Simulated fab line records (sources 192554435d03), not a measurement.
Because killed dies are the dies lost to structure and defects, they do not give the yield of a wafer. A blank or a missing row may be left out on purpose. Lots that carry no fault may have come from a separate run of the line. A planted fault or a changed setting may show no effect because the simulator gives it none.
Which of the tools did it?    flow n5-finfet    12 lots, 36 wafers sampled, at 2 steps of a route of 1938

WHAT EACH GAUGE READ, for each wafer
N5_BEOL_M0_CUTY_INSPECT_59: inspects for defects (macro).
lot   measured      on                 raw-defect-count
L076  day 6 03:34   defect-inspect-01  1 0 2
L077  day 6 16:07   defect-inspect-02  2 2 0
L079  day 7 10:50   defect-inspect-01  1 2 3
L081  day 8 01:23   defect-inspect-02  2 4 2
L083  day 8 02:28   defect-inspect-02  1 3 2
L085  day 8 09:35   defect-inspect-02  2 4 4
L087  day 9 06:22   defect-inspect-02  1 3 2
L089  day 9 10:44   defect-inspect-02  3 4 1
L091  day 9 21:03   defect-inspect-01  2 2 3
L093  day 10 12:44  defect-inspect-01  1 2 0
L095  day 11 01:16  defect-inspect-01  2 2 2
L096  day 11 15:37  defect-inspect-02  0 3 2

EACH LOT AND THE TOOL THAT RAN IT (in order: tool; ch and the chambers of the sampled wafers; start)
lot   N5_BEOL_M0_SAQP_STRIP_75
L076  rie-diel-06 ch 0,1,2, day 6 03:05
L077  rie-diel-05 ch 1,2, day 6 15:40
L079  rie-diel-03 ch 1,2, day 7 10:31
L081  rie-diel-06 ch 0,2, day 8 01:03
L083  rie-diel-05 ch 2,3, day 8 02:01
L085  rie-diel-05 ch 0,1,2, day 8 09:16
L087  rie-diel-03 ch 0,1,2, day 9 05:56
L089  rie-diel-06 ch 0,2,3, day 9 10:17
L091  rie-diel-05 ch 1,2,3, day 9 20:36
L093  rie-diel-05 ch 1,2,3, day 10 12:17
L095  rie-diel-03 ch 0,1,3, day 11 00:56
L096  rie-diel-05 ch 1,2, day 11 15:17
- N5_BEOL_M0_SAQP_STRIP_75: strips in CF4.

THE ANSWER, worked out from the rows above alone
Rule: what is usual is taken from the lots themselves. The widest of any qualifying gaps counts: lots, ordered by their means at a reading, are off when they make up no more than a third of the lots, leave a main group of 4 or more, and stand apart from it by 3 or more times the standard deviation of that group's means. A main group whose means are all the same, to the digits that the tables above print for the reading, isn't used. A lot without any number at a reading at which 4 lots or more have one is off too. Where the step has rows for the other lots, those lots are counted as sound.
No lot is off on any of the readings shown, so nothing can be concluded from this.

WHAT HAD BEEN PUT IN BY THE SIMULATOR
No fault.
